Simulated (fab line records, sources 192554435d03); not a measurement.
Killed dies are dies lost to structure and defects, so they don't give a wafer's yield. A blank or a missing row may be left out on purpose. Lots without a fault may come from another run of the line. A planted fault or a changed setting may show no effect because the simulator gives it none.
Which tool did it? | flow n5_finfet | 20 lots, 60 wafers sampled, at 6 steps of a route of 1938

WHAT THE GAUGES READ, wafer by wafer
The record holds no reading of a measuring or inspecting step that can be judged against a usual standard deviation.

WHICH TOOL RAN EACH LOT (tool, then ch and the chambers of the sampled wafers, then the start)
lot  | N5_BEOL_M0_SAQP_RECESS_104         | N5_BEOL_M0_SAQP_ETCH_107           | N5_BEOL_M0_TRENCH_ETCH_107         | N5_BEOL_M0_ETCH_109                | N5_BEOL_M0_ANNEAL_119            | N5_BEOL_M1_DESCUM_16
L074 | vapor_etch-02 ch 0,1, day 5 15:06  | rie_diel-03 ch 0,1, day 5 15:29    | rie_diel-02 ch 2,3, day 5 22:55    | rie_diel-02 ch 0,1,3, day 5 23:08  | rtp_anneal-02 ch 0, day 6 02:23  | rie_diel-05 ch 1,2,3, day 6 04:34
L075 | vapor_etch-02 ch 0,1, day 5 19:56  | rie_diel-03 ch 0,1, day 5 20:36    | rie_diel-04 ch 1,2,3, day 6 03:01  | rie_diel-01 ch 1,3, day 6 03:31    | rtp_anneal-01 ch 0, day 6 05:16  | rie_diel-03 ch 1,2,3, day 6 08:36
L076 | vapor_etch-02 ch 0,1, day 6 01:37  | rie_diel-03 ch 0,1,2, day 6 02:08  | rie_diel-01 ch 0,1, day 6 08:34    | rie_diel-01 ch 1,3, day 6 08:47    | rtp_anneal-01 ch 0, day 6 11:58  | rie_diel-06 ch 0,1,2, day 6 14:24
L078 | vapor_etch-01 ch 0,1, day 6 11:30  | rie_diel-03 ch 0,2,3, day 6 12:00  | rie_diel-01 ch 0,1, day 6 16:47    | rie_diel-04 ch 1,2,3, day 6 17:00  | rtp_anneal-01 ch 0, day 6 19:51  | rie_diel-05 ch 2,3, day 6 23:28
L080 | vapor_etch-01 ch 0,1, day 7 04:56  | rie_diel-06 ch 2,3, day 7 05:33    | rie_diel-02 ch 0,2,3, day 7 11:04  | rie_diel-02 ch 0,2, day 7 11:16    | rtp_anneal-02 ch 0, day 7 14:51  | rie_diel-03 ch 1,2,3, day 7 19:15
L081 | vapor_etch-01 ch 0,1, day 7 08:35  | rie_diel-06 ch 0,1,2, day 7 09:12  | rie_diel-01 ch 0,1, day 7 15:04    | rie_diel-01 ch 0,2,3, day 7 15:17  | rtp_anneal-02 ch 0, day 7 19:15  | rie_diel-05 ch 0,3, day 7 21:08
L082 | vapor_etch-02 ch 0,1, day 7 12:31  | rie_diel-06 ch 0,2,3, day 7 13:01  | rie_diel-04 ch 2,3, day 7 19:17    | rie_diel-04 ch 1,3, day 7 19:31    | rtp_anneal-01 ch 0, day 7 22:19  | rie_diel-05 ch 2,3, day 8 00:17
L083 | vapor_etch-02 ch 0,1, day 7 22:46  | rie_diel-05 ch 0,3, day 7 23:23    | rie_diel-01 ch 2,3, day 8 05:01    | rie_diel-04 ch 0,1,2, day 8 05:49  | rtp_anneal-01 ch 0, day 8 09:27  | rie_diel-03 ch 1,2, day 8 12:38
L085 | vapor_etch-02 ch 0,1, day 8 07:07  | rie_diel-06 ch 0,3, day 8 07:40    | rie_diel-01 ch 0,3, day 8 13:33    | rie_diel-01 ch 1,2,3, day 8 13:46  | rtp_anneal-02 ch 0, day 8 16:19  | rie_diel-06 ch 1,2, day 8 20:08
L086 | vapor_etch-02 ch 0,1, day 8 17:14  | rie_diel-03 ch 0,2,3, day 8 17:38  | rie_diel-04 ch 0,2, day 8 23:05    | rie_diel-01 ch 0,2,3, day 8 23:49  | rtp_anneal-02 ch 0, day 9 02:16  | rie_diel-06 ch 0,1,2, day 9 04:05
L087 | vapor_etch-01 ch 0,1, day 9 05:35  | rie_diel-06 ch 1,2, day 9 06:03    | rie_diel-02 ch 1,2, day 9 10:45    | rie_diel-02 ch 1,2, day 9 10:58    | rtp_anneal-01 ch 0, day 9 13:09  | rie_diel-03 ch 0,1,2, day 9 15:56
L088 | vapor_etch-02 ch 0,1, day 9 06:52  | rie_diel-05 ch 1,2, day 9 07:23    | rie_diel-02 ch 0,1,2, day 9 13:22  | rie_diel-02 ch 0,1,2, day 9 13:35  | rtp_anneal-01 ch 0, day 9 15:32  | rie_diel-03 ch 0,2,3, day 9 20:06
L089 | vapor_etch-02 ch 0,1, day 9 07:21  | rie_diel-03 ch 0,1,2, day 9 07:53  | rie_diel-04 ch 0,2,3, day 9 13:00  | rie_diel-02 ch 0,1,2, day 9 13:30  | rtp_anneal-02 ch 0, day 9 15:19  | rie_diel-03 ch 1,2,3, day 9 19:45
L090 | vapor_etch-02 ch 0,1, day 9 13:10  | rie_diel-06 ch 1,2,3, day 9 13:42  | rie_diel-01 ch 0,2,3, day 9 18:50  | rie_diel-02 ch 0,2,3, day 9 19:02  | rtp_anneal-01 ch 0, day 10 00:36 | rie_diel-05 ch 0,1,3, day 10 03:22
L091 | vapor_etch-02 ch 0,1, day 9 16:26  | rie_diel-06 ch 0,2,3, day 9 16:49  | rie_diel-04 ch 0,3, day 9 23:10    | rie_diel-01 ch 1,2, day 9 23:24    | rtp_anneal-02 ch 0, day 10 02:43 | rie_diel-06 ch 0,3, day 10 06:39
L093 | vapor_etch-02 ch 0,1, day 10 05:26 | rie_diel-03 ch 0,1,3, day 10 06:07 | rie_diel-02 ch 0,1,2, day 10 13:03 | rie_diel-04 ch 0,2,3, day 10 13:52 | rtp_anneal-01 ch 0, day 10 15:19 | rie_diel-06 ch 1,3, day 10 17:25
L094 | vapor_etch-02 ch 0,1, day 10 09:05 | rie_diel-06 ch 0,1,3, day 10 09:35 | rie_diel-04 ch 0,2,3, day 10 15:47 | rie_diel-02 ch 0,1,2, day 10 16:32 | rtp_anneal-01 ch 0, day 10 18:16 | rie_diel-05 ch 1,2,3, day 10 21:04
L095 | vapor_etch-02 ch 0,1, day 10 20:23 | rie_diel-06 ch 0,2, day 10 21:05   | rie_diel-04 ch 1,2, day 11 02:59   | rie_diel-04 ch 0,3, day 11 03:13   | rtp_anneal-02 ch 0, day 11 05:03 | rie_diel-03 ch 0,1,2, day 11 08:05
L096 | vapor_etch-01 ch 0,1, day 11 06:42 | rie_diel-05 ch 1,2,3, day 11 07:17 | rie_diel-02 ch 0,1,3, day 11 14:56 | rie_diel-04 ch 0,1,3, day 11 15:19 | rtp_anneal-01 ch 0, day 11 19:10 | rie_diel-05 ch 0,2, day 11 22:20
L097 | vapor_etch-02 ch 0,1, day 11 11:12 | rie_diel-06 ch 0,2,3, day 11 11:44 | rie_diel-02 ch 0,1,3, day 11 18:43 | rie_diel-04 ch 0,1,3, day 11 19:16 | rtp_anneal-01 ch 0, day 11 22:08 | rie_diel-03 ch 0,2,3, day 12 00:25
- N5_BEOL_M0_SAQP_RECESS_104: chemistry HF/NH3, target SiO2, target depth 18 nm, afs cycles 3, sublimation time 60 s.
- N5_BEOL_M0_SAQP_ETCH_107: etches SiNx in CH3F/O2, target depth 30 nm.
- N5_BEOL_M0_TRENCH_ETCH_107: etches SiOC in C4F6/O2, target depth 32.8 nm, time 16.4 s.
- N5_BEOL_M0_ETCH_109: etches SiCN in CH3F/O2, target depth 8 nm, overetch 2.4 nm, time 27.4 s.
- N5_BEOL_M0_ANNEAL_119: time 90 s.
- N5_BEOL_M1_DESCUM_16: chemistry O2, time 7 s.

WHAT THE TOOLS THEMSELVES READ (means of the sampled wafers that have a number; where no wafer has one, the mark that the record gives instead)
N5_BEOL_M0_SAQP_RECESS_104. Usual: drypump_motor_current_A 5.7 A, standard deviation 0.65; foreline_p_Torr 0.1280 Torr, standard deviation 0.00035.
lot  | tool          | drypump_motor_current_A (A) | foreline_p_Torr (Torr) | flag
L074 | vapor_etch-02 | 5.9                         | 0.1281                 |
L075 | vapor_etch-02 | 5.5                         | 0.1278                 |
L076 | vapor_etch-02 | 5.4                         | 0.1280                 |
L078 | vapor_etch-01 | 5.5                         | 0.1283                 |
L080 | vapor_etch-01 | 5.7                         | 0.1276                 |
L081 | vapor_etch-01 | 5.7                         | 0.1280                 |
L082 | vapor_etch-02 | 5.4                         | 0.1284                 |
L083 | vapor_etch-02 | 5.4                         | 0.1276                 |
L085 | vapor_etch-02 | 5.5                         | 0.1279                 |
L086 | vapor_etch-02 | 5.9                         | 0.1282                 |
L087 | vapor_etch-01 | 5.5                         | 0.1283                 |
L088 | vapor_etch-02 | 5.4                         | 0.1281                 |
L089 | vapor_etch-02 | 6.0                         | 0.1278                 |
L090 | vapor_etch-02 | 5.9                         | 0.1282                 |
L091 | vapor_etch-02 | 5.4                         | 0.1279                 |
L093 | vapor_etch-02 | 6.0                         | 0.1280                 |
L094 | vapor_etch-02 | 5.4                         | 0.1279                 |
L095 | vapor_etch-02 | 5.9                         | 0.1278                 |
L096 | vapor_etch-01 | 5.7                         | 0.1279                 |
L097 | vapor_etch-02 | 5.4                         | 0.1283                 |

N5_BEOL_M0_SAQP_ETCH_107. Usual: O2_flow_sccm 20.00 sccm, standard deviation 0.064; drypump_motor_current_A 5.7 A, standard deviation 0.39; oes_product_au 0.79 a.u., standard deviation 0.059; rf_vpp_V 298 V, standard deviation 6; showerhead_plenum_p_Torr 2.00 Torr, standard deviation 0.079; throttle_valve_pct 16.30 %, standard deviation 0.16.
lot  | tool        | O2_flow_sccm (sccm) | drypump_motor_current_A (A) | oes_product_au (a.u.) | rf_vpp_V (V) | showerhead_plenum_p_Torr (Torr) | throttle_valve_pct (%) | flag
L074 | rie_diel-03 | 19.94               | 5.5                         | 0.82                  | 299          | 1.98                            | 16.12                  |
L075 | rie_diel-03 | 19.99               | 5.4                         | 0.82                  | 298          | 1.98                            | 16.13                  |
L076 | rie_diel-03 | 19.94               | 5.6                         | 0.82                  | 297          | 1.96                            | 16.09                  |
L078 | rie_diel-03 | 19.99               | 5.6                         | 0.79                  | 300          | 2.01                            | 16.18                  |
L080 | rie_diel-06 | 20.02               | 5.8                         | 0.76                  | 301          | 2.07                            | 16.42                  |
L081 | rie_diel-06 | 19.98               | 5.8                         | 0.79                  | 297          | 1.98                            | 16.35                  |
L082 | rie_diel-06 | 20.00               | 5.9                         | 0.76                  | 299          | 2.06                            | 16.36                  |
L083 | rie_diel-05 | 20.01               | 5.9                         | 0.75                  | 298          | 1.99                            | 16.35                  |
L085 | rie_diel-06 | 19.96               | 5.8                         | 0.75                  | 303          | 2.08                            | 16.23                  |
L086 | rie_diel-03 | 19.98               | 5.6                         | 0.77                  | 298          | 2.00                            | 16.20                  |
L087 | rie_diel-06 | 19.99               | 5.7                         | 0.80                  | 296          | 1.90                            | 16.45                  |
L088 | rie_diel-05 | 19.99               | 5.9                         | 0.91                  | 301          | 1.99                            | 16.17                  |
L089 | rie_diel-03 | 19.95               | 5.7                         | 0.80                  | 296          | 1.95                            | 16.14                  |
L090 | rie_diel-06 | 19.96               | 5.7                         | 0.77                  | 297          | 1.98                            | 16.45                  |
L091 | rie_diel-06 | 20.04               | 5.9                         | 0.74                  | 299          | 2.06                            | 16.39                  |
L093 | rie_diel-03 | 19.99               | 5.3                         | 0.80                  | 294          | 2.02                            | 16.24                  |
L094 | rie_diel-06 | 20.05               | 5.7                         | 0.76                  | 301          | 1.99                            | 16.33                  |
L095 | rie_diel-06 | 20.03               | 5.9                         | 0.75                  | 297          | 2.05                            | 16.30                  |
L096 | rie_diel-05 | 19.99               | 5.8                         | 0.83                  | 300          | 2.00                            | 16.26                  |
L097 | rie_diel-06 | 20.02               | 5.9                         | 0.74                  | 299          | 2.05                            | 16.40                  |

N5_BEOL_M0_TRENCH_ETCH_107. Usual: C4F6_flow_sccm 10.002 sccm, standard deviation 0.03; O2_flow_sccm 10.00 sccm, standard deviation 0.03; drypump_motor_current_A 5.6 A, standard deviation 0.41; oes_product_au 0.78 a.u., standard deviation 0.084; rf_vpp_V 662 V, standard deviation 13; showerhead_plenum_p_Torr 2.86 Torr, standard deviation 0.1; throttle_valve_pct 20.81 %, standard deviation 0.18.
lot  | tool        | C4F6_flow_sccm (sccm) | O2_flow_sccm (sccm) | drypump_motor_current_A (A) | oes_product_au (a.u.) | rf_vpp_V (V) | showerhead_plenum_p_Torr (Torr) | throttle_valve_pct (%) | flag
L074 | rie_diel-02 | 9.995                 | 10.01               | 5.7                         | 0.70                  | 659          | 2.87                            | 20.88                  |
L075 | rie_diel-04 | 10.026                | 10.02               | 6.0                         | 0.79                  | 652          | 2.87                            | 20.83                  |
L076 | rie_diel-01 | 10.038                | 10.00               | 5.0                         | 0.74                  | 676          | 2.82                            | 20.95                  |
L078 | rie_diel-01 | 9.977                 | 9.99                | 5.0                         | 0.73                  | 676          | 2.82                            | 20.96                  |
L080 | rie_diel-02 | 9.988                 | 10.00               | 5.6                         | 0.71                  | 655          | 2.83                            | 20.91                  |
L081 | rie_diel-01 | 10.004                | 9.99                | 5.2                         | 0.71                  | 675          | 2.81                            | 20.96                  |
L082 | rie_diel-04 | 9.974                 | 10.00               | 5.8                         | 0.82                  | 657          | 2.82                            | 20.78                  |
L083 | rie_diel-01 | 9.985                 | 9.97                | 5.9                         | 0.88                  | 675          | 3.02                            | 20.72                  |
L085 | rie_diel-01 | 10.002                | 9.99                | 4.9                         | 0.81                  | 664          | 2.94                            | 20.68                  |
L086 | rie_diel-04 | 10.023                | 10.01               | 5.7                         | 0.89                  | 671          | 2.93                            | 20.60                  |
L087 | rie_diel-02 | 9.958                 | 10.04               | 5.8                         | 0.72                  | 649          | 2.71                            | 21.02                  |
L088 | rie_diel-02 | 10.047                | 10.00               | 5.6                         | 0.72                  | 654          | 2.76                            | 20.91                  |
L089 | rie_diel-04 | 9.989                 | 9.99                | 5.8                         | 0.83                  | 665          | 2.88                            | 20.71                  |
L090 | rie_diel-01 | 9.981                 | 9.99                | 5.4                         | 0.80                  | 672          | 2.95                            | 20.80                  |
L091 | rie_diel-04 | 9.977                 | 9.95                | 5.7                         | 0.85                  | 673          | 2.95                            | 20.63                  |
L093 | rie_diel-02 | 10.025                | 9.98                | 5.6                         | 0.73                  | 654          | 2.76                            | 20.94                  |
L094 | rie_diel-04 | 10.007                | 10.01               | 5.7                         | 0.81                  | 664          | 2.88                            | 20.74                  |
L095 | rie_diel-04 | 9.997                 | 10.02               | 6.2                         | 0.73                  | 646          | 2.87                            | 20.93                  |
L096 | rie_diel-02 | 10.019                | 10.01               | 5.6                         | 0.82                  | 662          | 2.84                            | 20.71                  |
L097 | rie_diel-02 | 9.999                 | 9.99                | 5.6                         | 0.81                  | 662          | 2.84                            | 20.72                  |

N5_BEOL_M0_ETCH_109. Usual: O2_flow_sccm 20.00 sccm, standard deviation 0.063; drypump_motor_current_A 5.6 A, standard deviation 0.45; oes_product_au 0.66 a.u., standard deviation 0.065; rf_vpp_V 297.6 V, standard deviation 1.8; showerhead_plenum_p_Torr 2.02 Torr, standard deviation 0.075; throttle_valve_pct 16.28 %, standard deviation 0.19.
lot  | tool        | O2_flow_sccm (sccm) | drypump_motor_current_A (A) | oes_product_au (a.u.) | rf_vpp_V (V) | showerhead_plenum_p_Torr (Torr) | throttle_valve_pct (%) | flag
L074 | rie_diel-02 | 20.02               | 5.5                         | 0.65                  | 297.3        | 2.01                            | 16.22                  |
L075 | rie_diel-01 | 20.03               | 5.2                         | 0.65                  | 298.3        | 2.01                            | 16.29                  |
L076 | rie_diel-01 | 20.01               | 5.2                         | 0.64                  | 298.2        | 2.01                            | 16.31                  |
L078 | rie_diel-04 | 20.01               | 6.0                         | 0.67                  | 297.5        | 2.01                            | 16.30                  |
L080 | rie_diel-02 | 20.03               | 5.7                         | 0.61                  | 295.7        | 1.93                            | 16.49                  |
L081 | rie_diel-01 | 19.96               | 5.4                         | 0.71                  | 299.3        | 2.08                            | 16.19                  |
L082 | rie_diel-04 | 20.00               | 6.2                         | 0.62                  | 297.4        | 2.04                            | 16.43                  |
L083 | rie_diel-04 | 19.91               | 6.0                         | 0.72                  | 298.3        | 2.04                            | 16.21                  |
L085 | rie_diel-01 | 19.93               | 5.5                         | 0.69                  | 299.1        | 2.07                            | 16.23                  |
L086 | rie_diel-01 | 20.00               | 5.4                         | 0.70                  | 299.1        | 2.08                            | 16.22                  |
L087 | rie_diel-02 | 20.02               | 5.8                         | 0.63                  | 295.3        | 1.90                            | 16.52                  |
L088 | rie_diel-02 | 20.03               | 5.6                         | 0.62                  | 296.6        | 1.94                            | 16.39                  |
L089 | rie_diel-02 | 19.97               | 5.6                         | 0.62                  | 296.0        | 1.94                            | 16.39                  |
L090 | rie_diel-02 | 20.01               | 5.6                         | 0.60                  | 297.8        | 1.99                            | 16.41                  |
L091 | rie_diel-01 | 20.02               | 6.0                         | 0.75                  | 298.4        | 2.07                            | 16.15                  |
L093 | rie_diel-04 | 19.98               | 5.8                         | 0.70                  | 297.8        | 2.02                            | 16.16                  |
L094 | rie_diel-02 | 20.01               | 5.6                         | 0.61                  | 296.3        | 1.94                            | 16.41                  |
L095 | rie_diel-04 | 19.95               | 5.8                         | 0.66                  | 297.3        | 2.03                            | 16.22                  |
L096 | rie_diel-04 | 20.10               | 6.0                         | 0.66                  | 298.3        | 2.05                            | 16.29                  |
L097 | rie_diel-04 | 20.04               | 6.0                         | 0.66                  | 298.2        | 2.05                            | 16.29                  |

N5_BEOL_M0_ANNEAL_119. Usual: anneal_temp_c 225.02 C, standard deviation 0.19; wafer_temp_C_max 226.0, standard deviation 0.31.
lot  | tool          | anneal_temp_c (C) | wafer_temp_C_max | flag
L074 | rtp_anneal-02 | 225.12            | 226.5            |
L075 | rtp_anneal-01 | 224.87            | 225.9            |
L076 | rtp_anneal-01 | 225.30            | 225.8            |
L078 | rtp_anneal-01 | 225.12            | 225.8            |
L080 | rtp_anneal-02 | 225.11            | 226.2            |
L081 | rtp_anneal-02 | 225.17            | 226.2            |
L082 | rtp_anneal-01 | 224.67            | 226.2            |
L083 | rtp_anneal-01 | 224.91            | 226.2            |
L085 | rtp_anneal-02 | 225.01            | 226.0            |
L086 | rtp_anneal-02 | 224.90            | 226.4            |
L087 | rtp_anneal-01 | 225.27            | 226.1            |
L088 | rtp_anneal-01 | 225.03            | 225.8            |
L089 | rtp_anneal-02 | 225.22            | 226.0            |
L090 | rtp_anneal-01 | 224.95            | 225.9            |
L091 | rtp_anneal-02 | 225.23            | 226.2            |
L093 | rtp_anneal-01 | 224.98            | 225.9            |
L094 | rtp_anneal-01 | 225.15            | 225.8            |
L095 | rtp_anneal-02 | 224.89            | 226.2            |
L096 | rtp_anneal-01 | 225.10            | 226.0            |
L097 | rtp_anneal-01 | 224.78            | 225.5            |

N5_BEOL_M1_DESCUM_16. Usual: drypump_motor_current_A 5.6 A, standard deviation 0.47; oes_product_au 0.79 a.u., standard deviation 0.063; rf_vpp_V 243.1 V, standard deviation 1.4; showerhead_plenum_p_Torr 2.09 Torr, standard deviation 0.066; throttle_valve_pct 20.33 %, standard deviation 0.18.
lot  | tool        | drypump_motor_current_A (A) | oes_product_au (a.u.) | rf_vpp_V (V) | showerhead_plenum_p_Torr (Torr) | throttle_valve_pct (%) | flag
L074 | rie_diel-05 | 5.8                         | 0.79                  | 243.9        | 2.10                            | 20.39                  |
L075 | rie_diel-03 | 5.5                         | 0.85                  | 242.0        | 2.08                            | 20.15                  |
L076 | rie_diel-06 | 5.8                         | 0.79                  | 243.0        | 2.08                            | 20.43                  |
L078 | rie_diel-05 | 5.3                         | 0.85                  | 243.4        | 2.12                            | 20.28                  |
L080 | rie_diel-03 | 5.6                         | 0.83                  | 243.1        | 2.08                            | 20.18                  |
L081 | rie_diel-05 | 5.9                         | 0.75                  | 243.0        | 2.10                            | 20.49                  |
L082 | rie_diel-05 | 5.7                         | 0.81                  | 243.8        | 2.12                            | 20.37                  |
L083 | rie_diel-03 | 5.9                         | 0.80                  | 241.4        | 2.01                            | 20.08                  |
L085 | rie_diel-06 | 5.8                         | 0.78                  | 242.4        | 2.06                            | 20.63                  |
L086 | rie_diel-06 | 5.8                         | 0.77                  | 243.3        | 2.07                            | 20.46                  |
L087 | rie_diel-03 | 5.7                         | 0.79                  | 243.6        | 2.04                            | 20.17                  |
L088 | rie_diel-03 | 5.5                         | 0.77                  | 243.8        | 2.09                            | 20.25                  |
L089 | rie_diel-03 | 5.5                         | 0.81                  | 242.7        | 2.07                            | 20.19                  |
L090 | rie_diel-05 | 6.1                         | 0.79                  | 242.7        | 2.08                            | 20.44                  |
L091 | rie_diel-06 | 5.8                         | 0.74                  | 244.5        | 2.16                            | 20.23                  |
L093 | rie_diel-06 | 5.7                         | 0.74                  | 243.5        | 2.08                            | 20.37                  |
L094 | rie_diel-05 | 5.8                         | 0.83                  | 242.5        | 2.09                            | 20.33                  |
L095 | rie_diel-03 | 5.7                         | 0.78                  | 242.7        | 2.03                            | 20.19                  |
L096 | rie_diel-05 | 5.1                         | 0.78                  | 243.5        | 2.10                            | 20.40                  |
L097 | rie_diel-03 | 5.6                         | 0.76                  | 242.7        | 2.09                            | 20.27                  |

THE ANSWER, worked out from the rows above alone
Rule: a lot is off if the mean of its wafers that have a number lies more than 3 standard deviations from the usual mean. A lot without any number at a reading at which 4 lots or more have one is off too. The other lots that the step has rows for count as sound. The gauges are gone through in route order, then the tools' own readings, and for those a lot's mean is taken as printed above. The first step at which some lot is off is used, and at that step the reading that is off furthest; a lot without a number counts as furthest.
No lot is off at any reading shown: from this, nothing can be told.

WHAT THE SIMULATOR HAD PUT IN
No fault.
